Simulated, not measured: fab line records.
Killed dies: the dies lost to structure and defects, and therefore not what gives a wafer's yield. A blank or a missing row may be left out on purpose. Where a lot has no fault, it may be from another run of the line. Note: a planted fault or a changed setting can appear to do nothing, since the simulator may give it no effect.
Chamber matching :: flow nand_harc :: NHARC_A_CONTACT_DESCUM_74 on rie_diel-12 has 4 sister chambers
The step chemistry O2, time 3 s. 24 wafers are shown with their chamber, then 12 later ones without.

== WAFERS PAIRED WITH THEIR CHAMBERS ==
wafer: L075.2
chamber: 2
drypump_motor_current_A (A): 5.0
showerhead_plenum_p_Torr (Torr): 1.86
throttle_valve_pct (%): 11.294

wafer: L075.4
chamber: 0
drypump_motor_current_A (A): 5.5
showerhead_plenum_p_Torr (Torr): 1.90
throttle_valve_pct (%): 11.306

wafer: L075.5
chamber: 0
drypump_motor_current_A (A): 5.5
showerhead_plenum_p_Torr (Torr): 1.90
throttle_valve_pct (%): 11.306

wafer: L080.3
chamber: 1
drypump_motor_current_A (A): 5.8
showerhead_plenum_p_Torr (Torr): 1.91
throttle_valve_pct (%): 11.314

wafer: L080.5
chamber: 2
drypump_motor_current_A (A): 5.1
showerhead_plenum_p_Torr (Torr): 1.85
throttle_valve_pct (%): 11.318

wafer: L080.6
chamber: 3
drypump_motor_current_A (A): 6.5
showerhead_plenum_p_Torr (Torr): 1.86
throttle_valve_pct (%): 11.311

wafer: L083.2
chamber: 3
drypump_motor_current_A (A): 6.5
showerhead_plenum_p_Torr (Torr): 1.86
throttle_valve_pct (%): 11.314

wafer: L083.5
chamber: 3
drypump_motor_current_A (A): 6.5
showerhead_plenum_p_Torr (Torr): 1.86
throttle_valve_pct (%): 11.317

wafer: L083.6
chamber: 2
drypump_motor_current_A (A): 5.1
showerhead_plenum_p_Torr (Torr): 1.85
throttle_valve_pct (%): 11.307

wafer: L082.4
chamber: 3
drypump_motor_current_A (A): 6.5
showerhead_plenum_p_Torr (Torr): 1.86
throttle_valve_pct (%): 11.322

wafer: L082.5
chamber: 1
drypump_motor_current_A (A): 5.8
showerhead_plenum_p_Torr (Torr): 1.91
throttle_valve_pct (%): 11.289

wafer: L082.6
chamber: 2
drypump_motor_current_A (A): 5.1
showerhead_plenum_p_Torr (Torr): 1.85
throttle_valve_pct (%): 11.313

wafer: L085.3
chamber: 0
drypump_motor_current_A (A): 5.5
showerhead_plenum_p_Torr (Torr): 1.90
throttle_valve_pct (%): 11.319

wafer: L085.4
chamber: 3
drypump_motor_current_A (A): 6.5
showerhead_plenum_p_Torr (Torr): 1.86
throttle_valve_pct (%): 11.307

wafer: L085.5
chamber: 3
drypump_motor_current_A (A): 6.5
showerhead_plenum_p_Torr (Torr): 1.86
throttle_valve_pct (%): 11.321

wafer: L086.2
chamber: 2
drypump_motor_current_A (A): 5.1
showerhead_plenum_p_Torr (Torr): 1.85
throttle_valve_pct (%): 11.325

wafer: L086.5
chamber: 1
drypump_motor_current_A (A): 5.8
showerhead_plenum_p_Torr (Torr): 1.90
throttle_valve_pct (%): 11.294

wafer: L086.6
chamber: 0
drypump_motor_current_A (A): 5.4
showerhead_plenum_p_Torr (Torr): 1.90
throttle_valve_pct (%): 11.312

wafer: L088.2
chamber: 3
drypump_motor_current_A (A): 6.5
showerhead_plenum_p_Torr (Torr): 1.86
throttle_valve_pct (%): 11.315

wafer: L088.4
chamber: 0
drypump_motor_current_A (A): 5.5
showerhead_plenum_p_Torr (Torr): 1.89
throttle_valve_pct (%): 11.305

wafer: L088.5
chamber: 1
drypump_motor_current_A (A): 5.8
showerhead_plenum_p_Torr (Torr): 1.90
throttle_valve_pct (%): 11.302

wafer: L091.2
chamber: 0
drypump_motor_current_A (A): 5.5
showerhead_plenum_p_Torr (Torr): 1.89
throttle_valve_pct (%): 11.312

wafer: L091.3
chamber: 1
drypump_motor_current_A (A): 5.8
showerhead_plenum_p_Torr (Torr): 1.90
throttle_valve_pct (%): 11.311

wafer: L091.4
chamber: 3
drypump_motor_current_A (A): 6.5
showerhead_plenum_p_Torr (Torr): 1.86
throttle_valve_pct (%): 11.321

SIGNATURES (averages over the wafers above)
reading: drypump_motor_current_A
chamber 0: 5.483
chamber 1: 5.800
chamber 2: 5.080
chamber 3: 6.500
scatter within a chamber: 0.0286

reading: showerhead_plenum_p_Torr
chamber 0: 1.8967
chamber 1: 1.9040
chamber 2: 1.8520
chamber 3: 1.8600
scatter within a chamber: 0.00408

reading: throttle_valve_pct
chamber 0: 11.31000
chamber 1: 11.30200
chamber 2: 11.31140
chamber 3: 11.31600
scatter within a chamber: 0.00823
Rule: for a wafer and a chamber, the distance is found by dividing, reading by reading, the gap between the wafer's reading and the chamber's mean by the reading's scatter, squaring, summing and taking the root. The wafer belongs to the nearest chamber; if the next one is less than 2 further off, it can't be placed. The scatter: take each reading less its chamber's mean, square it, sum over the shown wafers, divide by the number of wafers less the number of chambers, and take the root.

== WAFERS WITH NO CHAMBER GIVEN ==
wafer: L093.2
drypump_motor_current_A (A): 5.1
showerhead_plenum_p_Torr (Torr): 1.85
throttle_valve_pct (%): 11.316

wafer: L093.3
drypump_motor_current_A (A): 5.8
showerhead_plenum_p_Torr (Torr): 1.90
throttle_valve_pct (%): 11.302

wafer: L093.4
drypump_motor_current_A (A): 5.5
showerhead_plenum_p_Torr (Torr): 1.89
throttle_valve_pct (%): 11.321

wafer: L095.1
drypump_motor_current_A (A): 5.8
showerhead_plenum_p_Torr (Torr): 1.90
throttle_valve_pct (%): 11.323

wafer: L095.2
drypump_motor_current_A (A): 5.4
showerhead_plenum_p_Torr (Torr): 1.89
throttle_valve_pct (%): 11.322

wafer: L095.4
drypump_motor_current_A (A): 6.5
showerhead_plenum_p_Torr (Torr): 1.86
throttle_valve_pct (%): 11.292

wafer: L096.1
drypump_motor_current_A (A): 5.5
showerhead_plenum_p_Torr (Torr): 1.89
throttle_valve_pct (%): 11.302

wafer: L096.3
drypump_motor_current_A (A): 6.5
showerhead_plenum_p_Torr (Torr): 1.85
throttle_valve_pct (%): 11.311

wafer: L096.6
drypump_motor_current_A (A): 5.1
showerhead_plenum_p_Torr (Torr): 1.84
throttle_valve_pct (%): 11.294

wafer: L097.1
drypump_motor_current_A (A): 5.0
showerhead_plenum_p_Torr (Torr): 1.84
throttle_valve_pct (%): 11.324

wafer: L097.2
drypump_motor_current_A (A): 5.5
showerhead_plenum_p_Torr (Torr): 1.89
throttle_valve_pct (%): 11.321

wafer: L097.5
drypump_motor_current_A (A): 5.5
showerhead_plenum_p_Torr (Torr): 1.89
throttle_valve_pct (%): 11.311

== CHAMBER TAKEN BY EACH ==
wafer: L093.2
from the rows above: 2
in truth: 2

wafer: L093.3
from the rows above: 1
in truth: 1

wafer: L093.4
from the rows above: 0
in truth: 0

wafer: L095.1
from the rows above: 1
in truth: 1

wafer: L095.2
from the rows above: 0
in truth: 0

wafer: L095.4
from the rows above: 3
in truth: 3

wafer: L096.1
from the rows above: 0
in truth: 0

wafer: L096.3
from the rows above: 3
in truth: 3

wafer: L096.6
from the rows above: 2
in truth: 2

wafer: L097.1
from the rows above: 2
in truth: 2

wafer: L097.2
from the rows above: 0
in truth: 0

wafer: L097.5
from the rows above: 0
in truth: 0
Correctly placed: 12 of 12. From these rows, 0 cannot be placed. 0 placed wrongly.
